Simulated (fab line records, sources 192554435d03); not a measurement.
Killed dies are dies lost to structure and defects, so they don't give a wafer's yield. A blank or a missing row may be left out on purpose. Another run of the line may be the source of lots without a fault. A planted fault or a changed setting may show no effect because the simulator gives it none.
fab line records | flow n5Finfet | part 1 of 2: steps 1 to 3 of 6
record: lots: 20 wafers: 60 lastDay: 18
route steps=1938 shown BEOL_M8@1348 BEOL_M9@1402
lots untouched by any fault: they come from a run of this same line in which no faults occurred
startH: the number of hours between the record's first day and the start of the first shown wafer of the lot | waitH: hours elapsed since this lot's preceding step | " unchanged from the row above | L1.1+2: a row that stands for several wafers | - no value, or no start was given | * or withheld: withheld | < > ~ a bound
route shown NAME@n: NAME is a module with steps in the file, n the number in the route of the first one | usual: mean/standard deviation taken from wafers without a fault | same: alike in all rows | chamber/n: place in a boat | sites: the reading at each site | _std_site: their standard deviation | _edge_site: mean of outer sites minus mean of inner sites | radiusMm: how far each site lies from the wafer's centre | mask NAME#n: copy n | behind: the last tool/chamber to shape the wafer | hold: why the lot went on hold/how many hours it stayed there/how the hold came to an end | device: names the non-switching transistor (n, p or np) | end of line: the tests these same wafers got at the end of their route | a step given without rows: its recipe and nothing more | killed: the dies lost at the first sort to structure and to defects; this is not the yield of the wafer | map: a wafer's dies, marking killed ones x, the rest . and places with no die _
set.NAME: setting as actually run; set.NAME@STEP: the setting as run at that earlier step | model.NAME: the simulator's own value behind a step, which no gauge read
a sample of lots followed through the steps of the route, with each step as a table and each wafer as a row
services: a tool's chamber out of use, with start hour (startH, from the record's first day; less than 0 if before it), hours out, and reason
== steps ==
step: N5_BEOL_M8_DESCUM_16
recipe: chemistry: O2 timeS: 7.9 sourcePowerW: 50 biasPowerW: 20 pressureMtorr: 20 rfFrequencyHz: 2.712e+07 tempC: 40 resist: CAR-ArF o2FlowSccm: 225
usual: drypumpMotorCurrentA: 5.9/0.45 oesProductAu: 0.82/0.094 rfVppV: 243.2/1.4 showerheadPlenumPTorr: 2.09/0.071 throttleValvePct: 20.24/0.24
columns lot.wafer tool chamber startH waitH drypumpMotorCurrentA oesProductAu rfHoursCounterH rfVppV showerheadPlenumPTorr throttleValvePct
L074.2 rieDiel-03 2 200.32 0.2 6.4 0.71 205 242.1 1.99 20.37
L074.3 " 0 " " 6.3 0.99 0 242.9 2.06 19.86
L074.6 " 1 " " 5.8 0.72 - 242.9 2.17 20.41
L077.2 rieDiel-02 0 203.19 0.0 5.5 0.79 113 245.0 2.10 19.96
L077.3 " 2 " " 5.6 0.93 22 243.6 2.14 20.61
L077.4 " 3 " " 5.8 0.79 100 242.8 2.10 20.40
L076.1 rieDiel-02 2 203.45 0.1 5.6 0.91 22 243.2 2.14 20.63
L076.3 " 3 " " 5.8 0.79 100 243.9 2.10 20.39
L076.4 " 1 " " 4.8 0.69 238 241.5 1.98 20.33
L078.1 rieDiel-03 1 216.80 0.4 5.8 0.71 219 245.6 2.17 20.42
L078.2 " 0 " " 6.3 0.95 8 241.8 2.05 19.88
L078.5 " 2 " " 6.4 0.71 - 241.6 1.98 20.38
L080.1 rieDiel-02 3 222.55 0.4 5.9 0.78 107 242.8 2.10 20.41
L080.3 " 2 " " 5.6 0.90 29 244.1 2.13 20.63
L080.5 " 0 " " 5.5 0.78 - 242.8 2.09 19.97
L079.2 rieDiel-01 3 222.78 0.3 6.2 0.84 67 244.2 2.21 20.15
L079.4 " 1 " " 5.9 0.86 50 240.8 2.03 20.15
L079.5 " 2 " " 5.6 0.75 - 243.1 2.07 20.09
L081.2 rieDiel-02 3 225.51 0.0 5.8 0.78 108 244.2 2.10 20.40
L081.3 " 1 " " 4.8 0.69 246 240.3 1.98 20.36
L081.6 " 2 " " 5.6 0.91 - 243.3 2.13 20.63
L082.3 rieDiel-03 0 232.17 0.2 6.3 0.93 15 244.0 2.05 19.89
L082.4 " 3 " " 6.3 1.00 0 241.5 2.07 20.38
L082.5 " 1 " " 5.8 0.70 - 244.3 2.16 20.42
L083.3 rieDiel-02 0 255.24 0.0 5.5 0.77 135 244.4 2.09 19.99
L083.5 " 2 " " 5.7 0.89 - 244.9 2.13 20.66
L083.6 " 3 " " 5.8 0.77 - 242.7 2.10 20.42
L086.1 rieDiel-03 0 259.77 0.0 6.3 0.90 24 242.4 2.05 19.91
L086.3 " 2 " " 6.4 0.70 229 241.4 1.98 20.39
L086.5 " 0 " " 6.3 0.90 - 243.0 2.05 19.91
L084.2 rieDiel-03 1 261.12 0.0 5.8 0.70 237 243.7 2.16 20.44
L084.5 " 3 " " 6.3 0.95 - 243.5 2.06 20.42
L084.6 " 0 " " 6.3 0.91 - 242.8 2.05 19.91
L085.3 rieDiel-01 3 261.89 0.0 6.2 0.81 77 243.9 2.21 20.16
L085.4 " 2 " " 5.6 0.73 209 242.7 2.07 20.11
L085.6 " 2 " " 5.6 0.73 - 243.1 2.06 20.10
L088.1 rieDiel-01 3 283.49 0.0 6.2 0.79 86 245.9 2.21 20.18
L088.2 " 1 " " 5.9 0.82 72 242.7 2.02 20.20
L088.4 " 2 " " 5.5 0.72 217 243.6 2.06 20.12
L089.1 rieDiel-02 2 284.78 0.0 5.6 0.88 52 243.7 2.13 20.65
L089.5 " 2 " " 5.6 0.88 - 243.8 2.13 20.67
L089.6 " 1 " " 4.8 0.97 - 245.6 2.24 20.03
L091.1 rieDiel-03 2 285.49 0.0 6.4 0.69 237 241.1 1.98 20.42
L091.4 " 0 " " 6.3 0.87 33 242.9 2.04 19.94
L091.5 " 0 " " 6.3 0.88 - 242.6 2.04 19.93
L090.3 rieDiel-03 1 287.58 0.0 5.8 0.68 247 244.8 2.16 20.47
L090.5 " 0 " " 6.3 0.88 - 242.4 2.04 19.92
L090.6 " 1 " " 5.8 0.69 - 244.3 2.16 20.46
L093.2 rieDiel-02 1 306.51 0.4 4.8 0.95 12 246.1 2.24 20.05
L093.3 " 2 " " 5.6 0.86 60 242.9 2.12 20.70
L093.4 " 0 " " 5.5 0.75 152 243.7 2.08 20.01
L092.4 rieDiel-03 0 314.30 0.0 6.3 0.87 - 241.4 2.04 19.96
L092.5 " 2 " " 6.4 0.68 - 242.1 1.97 20.43
L092.6 " 3 " " 6.3 0.91 - 241.8 2.06 20.43
L096.1 rieDiel-03 3 347.68 0.1 6.3 0.87 44 243.6 2.05 20.46
L096.5 " 0 " " 6.3 0.84 - 243.3 2.03 19.96
L096.6 " 1 " " 5.8 0.93 - 243.4 2.15 20.13
L097.1 rieDiel-03 3 348.52 0.1 6.3 0.88 44 243.3 2.05 20.47
L097.3 " 1 " " 5.8 0.93 13 245.9 2.15 20.14
L097.5 " 3 " " 6.3 0.87 - 241.7 2.05 20.47
step: N5_BEOL_M8_ETCH_72
recipe: chemistry: N2/H2 target: underlayer targetDepthA: 65 maskMaterial: CAR-EUV timeS: 5.2 ionEnergyEv: 200 pressureMtorr: 30 sourceW: 840 biasW: 150 n2FlowSccm: 200 h2FlowSccm: 200 ends: cleared
usual: biasW: 150.0/0.46 drypumpMotorCurrentA: 5.9/0.45 etchRfOnTimeS: 5.19/0.06 oesProductAu: 0.70/0.083 rfVppV: 523.7/2.5 showerheadPlenumPTorr: 2.53/0.081 throttleValvePct: 17.73/0.22
columns lot.wafer tool chamber startH waitH biasW drypumpMotorCurrentA etchRfOnTimeS oesProductAu rfHoursCounterH rfVppV showerheadPlenumPTorr throttleValvePct
L074.2 rieDiel-03 0 202.10 0.0 151.2 6.3 5.23 0.83 1 523.3 2.50 17.33
L074.3 " 2 " " 149.7 6.4 5.19 0.60 206 519.5 2.41 17.80
L074.6 " 1 " " 151.1 5.9 5.18 0.61 - 525.2 2.63 17.85
L077.2 rieDiel-02 2 206.49 0.0 149.9 5.7 5.18 0.79 23 526.0 2.59 17.96
L077.3 " 3 " " 149.8 5.9 5.25 0.67 101 525.1 2.56 17.82
L077.4 " 1 " " 150.6 4.8 5.15 0.57 239 519.8 2.41 17.89
L076.1 rieDiel-03 1 206.76 0.0 150.1 5.8 5.18 0.61 214 526.4 2.63 17.86
L076.3 " 2 " " 149.5 6.4 5.17 0.61 207 520.5 2.41 17.80
L076.4 " 0 " " 150.5 6.3 5.23 0.82 - 523.1 2.50 17.32
L078.1 rieDiel-02 2 218.12 0.0 150.3 5.7 5.15 0.78 27 524.2 2.59 17.95
L078.2 " 3 " " 150.5 5.9 5.29 0.67 105 526.8 2.56 17.83
L078.5 " 2 " " 150.0 5.7 5.23 0.79 - 525.1 2.59 17.98
L080.1 rieDiel-02 2 224.12 0.0 149.6 5.7 5.21 0.77 29 526.3 2.59 17.92
L080.3 " 3 " " 149.8 5.8 5.24 0.67 108 525.5 2.56 17.87
L080.5 " 0 " " 150.3 5.5 5.15 0.68 - 524.8 2.55 17.54
L079.2 rieDiel-03 0 224.17 0.0 150.0 6.3 5.25 0.80 11 523.4 2.50 17.31
L079.4 " 2 " " 150.0 6.4 5.16 0.60 - 519.5 2.41 17.80
L079.5 " 1 " " 149.8 5.8 5.20 0.60 - 526.9 2.62 17.85
L081.2 rieDiel-03 1 227.29 0.0 150.5 5.8 5.20 0.61 224 525.7 2.62 17.86
L081.3 " 0 " " 150.0 6.3 5.32 0.79 13 521.3 2.49 17.33
L081.6 " 1 " " 150.1 5.8 5.22 0.60 - 525.0 2.62 17.87
L082.3 rieDiel-02 1 233.09 0.0 149.5 4.9 5.15 0.58 249 520.4 2.40 17.93
L082.4 " 0 " " 150.8 5.5 5.18 0.65 125 526.0 2.55 17.55
L082.5 " 2 " " 149.4 5.6 5.20 0.77 - 523.8 2.59 17.95
L083.3 rieDiel-03 2 258.51 0.0 149.3 6.4 5.18 0.60 228 518.9 2.41 17.84
L083.5 " 3 " " 149.2 6.3 5.15 0.80 - 519.9 2.51 17.86
L083.6 " 0 " " 150.3 6.3 5.18 0.76 - 521.9 2.49 17.35
L084.2 rieDiel-02 2 264.16 0.0 149.5 5.7 5.20 0.76 45 524.3 2.58 17.99
L084.5 " 3 " " 149.7 5.9 5.18 0.65 - 524.0 2.55 17.86
L084.6 " 0 " " 149.5 5.5 5.17 0.66 - 524.4 2.55 17.56
L086.1 rieDiel-03 0 264.40 0.0 149.4 6.3 5.21 0.77 26 521.9 2.49 17.35
L086.3 " 1 " " 149.9 5.8 5.21 0.60 238 524.8 2.62 17.87
L086.5 " 3 " " 150.7 6.3 5.05 0.80 - 523.8 2.51 17.86
L085.3 rieDiel-02 3 264.56 0.0 150.3 5.9 5.28 0.66 124 524.3 2.55 17.85
L085.4 " 0 " " 149.9 5.5 5.23 0.65 - 524.8 2.55 17.55
L085.6 " 3 " " 150.0 5.8 5.27 0.65 - 523.3 2.55 17.87
L088.1 rieDiel-03 0 284.77 0.0 149.6 6.3 5.31 0.74 33 523.0 2.49 17.37
L088.2 " 3 " " 150.3 6.3 5.10 0.79 17 519.2 2.50 17.88
L088.4 " 1 " " 150.5 5.8 5.21 0.59 245 522.9 2.61 17.88
L089.1 rieDiel-03 1 286.92 0.0 150.7 5.8 5.23 0.58 246 525.5 2.61 17.90
L089.5 " 3 " " 149.5 6.3 5.11 0.79 - 525.4 2.50 17.91
L089.6 " 2 " " 150.3 6.4 5.22 0.59 - 519.7 2.40 17.84
L091.1 rieDiel-02 3 287.28 0.0 149.3 5.8 5.26 0.65 132 524.0 2.55 17.88
L091.4 " 1 " " 149.5 4.8 5.25 0.82 6 529.8 2.72 17.51
L091.5 " 2 " " 149.6 5.6 5.19 0.74 - 524.0 2.58 17.99
L090.3 rieDiel-02 2 288.68 0.0 150.2 5.6 5.22 0.75 54 525.5 2.58 18.00
L090.5 " 2 " " 150.3 5.7 5.19 0.74 - 527.4 2.58 17.98
L090.6 " 3 " " 149.5 5.8 5.19 0.65 - 524.6 2.55 17.89
L093.2 rieDiel-03 3 307.59 0.0 150.3 6.3 5.06 0.78 26 522.3 2.50 17.91
L093.3 " 0 " " 150.2 6.3 5.19 0.74 - 522.5 2.48 17.37
L093.4 " 3 " " 150.0 6.3 5.11 0.77 - 523.0 2.50 17.87
L092.4 rieDiel-01 2 316.51 0.0 150.7 5.6 5.17 0.60 230 522.9 2.51 17.70
L092.5 " 2 " " 149.8 5.6 5.21 0.60 - 522.0 2.51 17.71
L092.6 " 3 " " 150.5 6.2 5.13 0.68 - 527.7 2.67 17.62
L096.1 rieDiel-03 1 348.82 0.0 150.1 5.8 5.13 0.80 13 527.2 2.61 17.52
L096.5 " 2 " " 149.9 6.4 5.03 0.86 - 529.7 2.71 17.43
L096.6 " 3 " " 149.3 6.3 5.06 0.75 - 526.4 2.49 17.92
L097.1 rieDiel-03 2 351.29 0.0 149.3 6.4 5.06 0.86 1 529.3 2.72 17.46
L097.3 " 3 " " 149.8 6.3 5.14 0.75 45 520.3 2.49 17.90
L097.5 " 0 " " 150.6 6.3 5.22 0.71 - 522.1 2.47 17.38
step: N5_BEOL_M8_ETCH_65
recipe: chemistry: CF4 target: SiARC targetDepthA: 156 maskMaterial: CAR-EUV timeS: 26 ionEnergyEv: 80 pressureMtorr: 40 sourceW: 545 biasW: 36 Ar_flow_sccm: 100 cf4FlowSccm: 100 ends: cleared
usual: biasW: 36.00/0.11 drypumpMotorCurrentA: 5.9/0.45 etchRfOnTimeS: 25.89/0.29 oesProductAu: 0.70/0.084 rfVppV: 184.1/1.1 showerheadPlenumPTorr: 2.13/0.065 throttleValvePct: 15.47/0.24
columns lot.wafer tool chamber startH waitH biasW drypumpMotorCurrentA etchRfOnTimeS oesProductAu rfHoursCounterH rfVppV showerheadPlenumPTorr throttleValvePct
L074.2 rieDiel-03 0 202.11 0.0 35.94 6.3 25.66 0.83 1 183.1 2.10 15.07
L074.3 " 2 " " 35.95 6.4 25.77 0.61 206 182.0 2.03 15.56
L074.6 " 1 " " 36.01 5.8 25.64 0.61 - 184.9 2.20 15.60
L077.2 rieDiel-02 2 206.51 0.0 35.94 5.6 25.97 0.79 23 184.8 2.19 15.74
L077.3 " 3 " " 36.08 5.9 26.25 0.67 101 182.9 2.16 15.62
L077.4 " 1 " " 35.86 4.8 26.02 0.58 239 181.3 2.03 15.59
L076.1 rieDiel-03 1 206.78 0.0 36.04 5.8 25.88 0.60 214 184.8 2.20 15.62
L076.3 " 2 " " 36.11 6.4 26.01 0.61 207 182.0 2.03 15.58
L076.4 " 0 " " 36.00 6.3 26.23 0.82 - 184.1 2.10 15.06
L078.1 rieDiel-02 2 218.14 0.0 36.11 5.6 25.67 0.79 27 185.7 2.19 15.75
L078.2 " 3 " " 35.86 5.9 26.34 0.67 105 185.6 2.16 15.60
L078.5 " 2 " " 36.13 5.6 25.37 0.79 - 182.9 2.19 15.75
L080.1 rieDiel-02 2 224.14 0.0 36.04 5.6 25.79 0.78 29 183.7 2.18 15.74
L080.3 " 3 " " 36.08 5.9 26.31 0.66 108 183.9 2.16 15.63
L080.5 " 0 " " 36.12 5.5 25.97 0.67 - 184.0 2.15 15.24
L079.2 rieDiel-03 0 224.19 0.0 36.09 6.3 26.16 0.80 11 183.6 2.10 15.08
L079.4 " 2 " " 35.92 6.4 25.96 0.61 - 182.5 2.03 15.60
L079.5 " 1 " " 35.93 5.8 25.92 0.60 - 183.9 2.20 15.61
L081.2 rieDiel-03 1 227.31 0.0 36.05 5.8 25.56 0.60 224 184.2 2.20 15.63
L081.3 " 0 " " 36.00 6.3 25.84 0.79 13 184.7 2.10 15.08
L081.6 " 1 " " 36.17 5.8 25.75 0.60 - 184.4 2.20 15.63
L082.3 rieDiel-02 1 233.11 0.0 36.04 4.8 26.01 0.58 249 183.4 2.03 15.62
L082.4 " 0 " " 36.05 5.5 26.07 0.66 125 183.6 2.15 15.25
L082.5 " 2 " " 35.91 5.6 25.99 0.77 - 186.3 2.18 15.78
L083.3 rieDiel-03 2 258.53 0.0 36.06 6.4 26.26 0.59 228 181.6 2.02 15.61
L083.5 " 3 " " 36.07 6.3 25.53 0.82 - 183.7 2.11 15.47
L083.6 " 0 " " 36.20 6.3 26.27 0.76 - 183.3 2.10 15.11
L084.2 rieDiel-02 2 264.18 0.0 36.10 5.6 25.88 0.75 45 185.3 2.18 15.80
L084.5 " 3 " " 35.97 5.9 26.37 0.65 - 184.2 2.15 15.67
L084.6 " 0 " " 35.99 5.5 25.72 0.66 - 186.8 2.14 15.27
L086.1 rieDiel-03 0 264.42 0.0 35.83 6.3 26.22 0.76 26 182.3 2.10 15.12
L086.3 " 1 " " 35.94 5.8 25.56 0.59 238 183.9 2.19 15.66
L086.5 " 3 " " 36.09 6.3 25.52 0.80 - 183.1 2.11 15.49
L085.3 rieDiel-02 3 264.58 0.0 36.06 5.9 26.41 0.65 124 184.2 2.15 15.64
L085.4 " 0 " " 35.86 5.5 25.77 0.66 - 184.8 2.14 15.27
L085.6 " 3 " " 35.94 5.8 26.23 0.65 - 183.7 2.15 15.65
L088.1 rieDiel-03 0 284.78 0.0 35.99 6.3 26.09 0.75 33 184.2 2.09 15.14
L088.2 " 3 " " 36.11 6.3 25.63 0.79 17 183.6 2.11 15.50
L088.4 " 1 " " 36.03 5.8 25.84 0.59 245 183.1 2.19 15.67
L089.1 rieDiel-03 1 286.94 0.0 35.88 5.8 25.89 0.59 246 184.0 2.19 15.67
L089.5 " 3 " " 36.12 6.3 25.32 0.79 - 183.7 2.11 15.48
L089.6 " 2 " " 35.93 6.4 26.05 0.59 - 183.6 2.02 15.64
L091.1 rieDiel-02 3 287.30 0.0 35.81 5.9 25.84 0.65 132 184.3 2.15 15.68
L091.4 " 1 " " 35.77 4.8 25.78 0.83 6 184.7 2.28 15.15
L091.5 " 2 " " 36.00 5.6 25.75 0.75 - 184.6 2.18 15.80
L090.3 rieDiel-02 2 288.70 0.0 35.87 5.6 25.76 0.75 54 184.2 2.18 15.81
L090.5 " 2 " " 35.94 5.6 25.51 0.75 - 185.3 2.18 15.80
L090.6 " 3 " " 36.06 5.9 26.03 0.65 - 184.9 2.15 15.69
L093.2 rieDiel-03 3 307.61 0.0 35.97 6.3 25.52 0.77 26 185.1 2.10 15.50
L093.3 " 0 " " 35.83 6.3 26.03 0.74 - 185.1 2.09 15.14
L093.4 " 3 " " 35.95 6.3 25.70 0.77 - 184.3 2.10 15.51
L092.4 rieDiel-01 2 316.53 0.0 36.08 5.6 25.97 0.61 230 185.4 2.11 15.46
L092.5 " 2 " " 36.04 5.6 25.89 0.61 - 185.0 2.11 15.47
L092.6 " 3 " " 35.96 6.2 26.20 0.68 - 184.1 2.24 15.37
L096.1 rieDiel-03 1 348.83 0.0 36.02 5.8 25.75 0.80 13 184.6 2.19 15.21
L096.5 " 2 " " 35.81 6.4 25.80 0.86 - 185.2 2.27 15.16
L096.6 " 3 " " 36.01 6.3 25.89 0.74 - 184.8 2.10 15.55
L097.1 rieDiel-03 2 351.30 0.0 36.08 6.4 25.00 0.86 1 185.0 2.27 15.16
L097.3 " 3 " " 35.78 6.3 25.46 0.74 45 184.4 2.10 15.57
L097.5 " 0 " " 36.09 6.3 25.82 0.72 - 183.2 2.09 15.19
